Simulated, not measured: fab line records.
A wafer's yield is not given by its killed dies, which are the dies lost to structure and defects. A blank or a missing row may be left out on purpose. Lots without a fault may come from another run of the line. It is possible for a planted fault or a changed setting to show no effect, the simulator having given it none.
The tool behind it: which one?	flow n5_finfet	Sampling: 12 lots, 33 wafers, 5 of 1938 route steps

== WHAT EACH GAUGE READ, for each wafer ==
The record holds no reading of a measuring or inspecting step that can be judged against a usual standard deviation.

== EACH LOT AND THE TOOL THAT RAN IT (in order: tool; ch and the chambers of the sampled wafers; start) ==
lot	N5_BEOL_M1_SPUTTER_88	N5_BEOL_M15_DEGAS_41	N5_MIM_TOP_ALD_01	N5_MIM_BOT_ETCH_ETCH_00	N5_PASSIVATION_PROBE_49
L545	pvd_sputter-02, day 6 08:06	pvd_sputter-01, day 12 17:36	ald_hk-02 ch 0,1,3, day 13 02:15 or earlier	rie_metal-03 ch 0,1, day 13 02:15	-
L546	pvd_sputter-01, day 6 17:12	pvd_sputter-02, day 12 06:20	ald_hk-03 ch 1,2,3, day 12 13:51 or earlier	rie_metal-02 ch 0,1, day 12 13:51	-
L547	pvd_sputter-02, day 6 20:46	pvd_sputter-03, day 13 13:07	ald_hk-02 ch 1,2,3, day 13 19:57 or earlier	rie_metal-01 ch 0,1, day 13 19:57	-
L548	pvd_sputter-03, day 7 13:02	pvd_sputter-01, day 13 16:49	ald_hk-02 ch 0,1, day 13 23:05 or earlier	rie_metal-03 ch 0,1, day 13 23:05	-
L551	pvd_sputter-01, day 7 22:41	pvd_sputter-03, day 13 17:53	ald_hk-01 ch 0,3, day 14 00:25 or earlier	rie_metal-02 ch 0, day 14 00:25	-
L552	pvd_sputter-01, day 8 02:47	pvd_sputter-02, day 13 15:00	ald_hk-03 ch 0,2,3, day 13 22:16 or earlier	rie_metal-02 ch 0,1, day 13 22:16	-
L554	pvd_sputter-03, day 8 21:01	pvd_sputter-01, day 14 07:29	ald_hk-02 ch 2, day 14 13:47 or earlier	rie_metal-01 ch 0,1, day 14 13:47	-
L558	pvd_sputter-03, day 9 13:40	pvd_sputter-01, day 15 08:57	ald_hk-01 ch 0,3, day 15 15:25 or earlier	rie_metal-02 ch 0,1, day 15 15:25	prober-02, day 15 23:39
L561	pvd_sputter-02, day 10 06:41	pvd_sputter-03, day 15 22:56	ald_hk-02 ch 0,1, day 16 05:29 or earlier	rie_metal-02 ch 0,1, day 16 05:29	-
L559	pvd_sputter-02, day 10 08:43	pvd_sputter-01, day 15 22:40	ald_hk-01 ch 0,1,2, day 16 04:55 or earlier	rie_metal-01 ch 0,1, day 16 04:55	-
L560	pvd_sputter-03, day 10 11:38	pvd_sputter-01, day 16 22:08	ald_hk-03 ch 0,2,3, day 17 04:57 or earlier	rie_metal-03 ch 0,1, day 17 04:57	prober-02, day 17 14:38
L564	pvd_sputter-01, day 11 11:07	pvd_sputter-03, day 16 14:43	ald_hk-01 ch 2,3, day 16 20:50 or earlier	rie_metal-03 ch 0,1, day 16 20:50	-
- N5_BEOL_M1_SPUTTER_88: material Cu, target thk 4.5 nm, time 8.29 s.
- N5_BEOL_M15_DEGAS_41: time 60 s.
- N5_MIM_TOP_ALD_01: deposits HfO2, target thk 5.6 nm, pulse time 1 s, purge time 3 s.
- N5_MIM_BOT_ETCH_ETCH_00: etches TiN in Cl2/BCl3, target depth 45.5 nm.
- N5_PASSIVATION_PROBE_49

== WHAT THE TOOLS THEMSELVES READ (means of the sampled wafers that have a number; where no wafer has one, the mark that the record gives instead) ==
N5_BEOL_M1_SPUTTER_88. Usual: throttle_valve_pct 30.0 %, standard deviation 0.81.
lot	tool	throttle_valve_pct (%)	flag
L545	pvd_sputter-02	29.9	
L546	pvd_sputter-01	30.9	
L547	pvd_sputter-02	30.1	
L548	pvd_sputter-03	30.2	
L551	pvd_sputter-01	30.3	
L552	pvd_sputter-01	30.1	
L554	pvd_sputter-03	30.2	
L558	pvd_sputter-03	30.2	
L561	pvd_sputter-02	29.9	
L559	pvd_sputter-02	29.8	
L560	pvd_sputter-03	30.2	
L564	pvd_sputter-01	29.8	

N5_BEOL_M15_DEGAS_41. Usual: heater_power_w 458 W, standard deviation 46.
lot	tool	heater_power_w (W)	flag
L545	pvd_sputter-01	489	
L546	pvd_sputter-02	457	
L547	pvd_sputter-03	437	
L548	pvd_sputter-01	466	
L551	pvd_sputter-03	459	
L552	pvd_sputter-02	486	
L554	pvd_sputter-01	424	
L558	pvd_sputter-01	439	
L561	pvd_sputter-03	494	
L559	pvd_sputter-01	469	
L560	pvd_sputter-01	487	
L564	pvd_sputter-03	467	

N5_MIM_TOP_ALD_01. Usual: precursor_pulse_height_rel 1.001, standard deviation 0.02.
lot	tool	precursor_pulse_height_rel	flag
L545	ald_hk-02	0.991	
L546	ald_hk-03	0.991	
L547	ald_hk-02	0.995	
L548	ald_hk-02	1.000	
L551	ald_hk-01	0.997	
L552	ald_hk-03	1.007	
L554	ald_hk-02	1.000	
L558	ald_hk-01	0.990	
L561	ald_hk-02	1.012	
L559	ald_hk-01	1.009	
L560	ald_hk-03	0.997	
L564	ald_hk-01	1.014	

N5_MIM_BOT_ETCH_ETCH_00. Usual: bias_w 126.0 W, standard deviation 0.34; drypump_motor_current_A 5.8 A, standard deviation 0.51; oes_product_au 0.79 a.u., standard deviation 0.083; throttle_valve_pct 21.86 %, standard deviation 0.25.
lot	tool	bias_w (W)	drypump_motor_current_A (A)	oes_product_au (a.u.)	throttle_valve_pct (%)	flag
L545	rie_metal-03	126.1	5.4	0.68	21.72	
L546	rie_metal-02	126.0	6.2	0.88	21.94	
L547	rie_metal-01	125.6	5.2	0.84	21.90	
L548	rie_metal-03	125.7	5.5	0.69	21.61	
L551	rie_metal-02	126.0	5.6	0.80	22.31	
L552	rie_metal-02	125.9	6.2	0.88	21.93	
L554	rie_metal-01	125.8	5.3	0.82	21.88	
L558	rie_metal-02	126.1	6.2	0.86	21.95	
L561	rie_metal-02	126.2	6.1	0.83	22.04	
L559	rie_metal-01	126.2	5.2	0.82	21.92	
L560	rie_metal-03	125.8	5.4	0.66	21.73	
L564	rie_metal-03	125.8	5.4	0.67	21.69	

N5_PASSIVATION_PROBE_49. Usual: defect_limited_yield 91.6 %, standard deviation 1.4; killed_at_M0_to_M3 32, standard deviation 9.5; killed_at_M4_up 13, standard deviation 6; killed_at_contacts 12, standard deviation 5.6; killed_at_front_end 39, standard deviation 11; killed_at_other 2.8, standard deviation 2.3; killed_dies 99, standard deviation 16; killed_open 65, standard deviation 12; killed_short 32, standard deviation 7.6; sort_bin_4_leakage 0.1 %, standard deviation 0.88; sort_bin_5_function 4.8 %, standard deviation 0.88; sort_bin_6_memory 3.2 %, standard deviation 0.65; sort_n_pass 1077, standard deviation 29; sort_yield_pct 91.2 %, standard deviation 2.5.
lot	tool	defect_limited_yield (%)	killed_at_M0_to_M3	killed_at_M4_up	killed_at_contacts	killed_at_front_end	killed_at_other	killed_dies	killed_open	killed_short	sort_bin_4_leakage (%)	sort_bin_5_function (%)	sort_bin_6_memory (%)	sort_n_pass	sort_yield_pct (%)	flag
L558	prober-02	82.1	142	17	7	39	5.3	211	59	34	0.0	11.1	3.9	969	82.1	OFF
L560	prober-02	81.1	173	10	11	28	0.3	223	52	29	3.0	11.6	4.1	922	78.1	OFF

== THE ANSWER, worked out from the rows above alone ==
Rule: take the mean of a lot's wafers that have a number; if it is more than 3 standard deviations from the usual mean, the lot is off. Also off: a lot with no number at a reading for which 4 or more lots have one. All remaining lots with rows at the step are treated as sound. Order of review: gauges by route order, followed by the tools' own readings, for which a lot's mean as printed above is used. At the first step where some lot is off, the reading lying furthest off is the one used; lots without a number count as furthest.
Off: L558, L560, at N5_PASSIVATION_PROBE_49 (killed_at_M0_to_M3). Neither off nor sound, because the step has no rows for them: L545, L546, L547, L548, L551, L552, L554, L561, L559, L564.
If a tool, at that step or one of the process steps before it, ran each lot that is off and ran no sound lot following the first of them, it fits. With no start given for some of its lots, N5_MIM_TOP_ALD_01 uses the hours and lot order of N5_MIM_BOT_ETCH_ETCH_00. Can't be told from this: 3 tools fit, pvd_sputter-03 at N5_BEOL_M1_SPUTTER_88, pvd_sputter-01 at N5_BEOL_M15_DEGAS_41, prober-02 at N5_PASSIVATION_PROBE_49.

== WHAT THE SIMULATOR HAD INSERTED ==
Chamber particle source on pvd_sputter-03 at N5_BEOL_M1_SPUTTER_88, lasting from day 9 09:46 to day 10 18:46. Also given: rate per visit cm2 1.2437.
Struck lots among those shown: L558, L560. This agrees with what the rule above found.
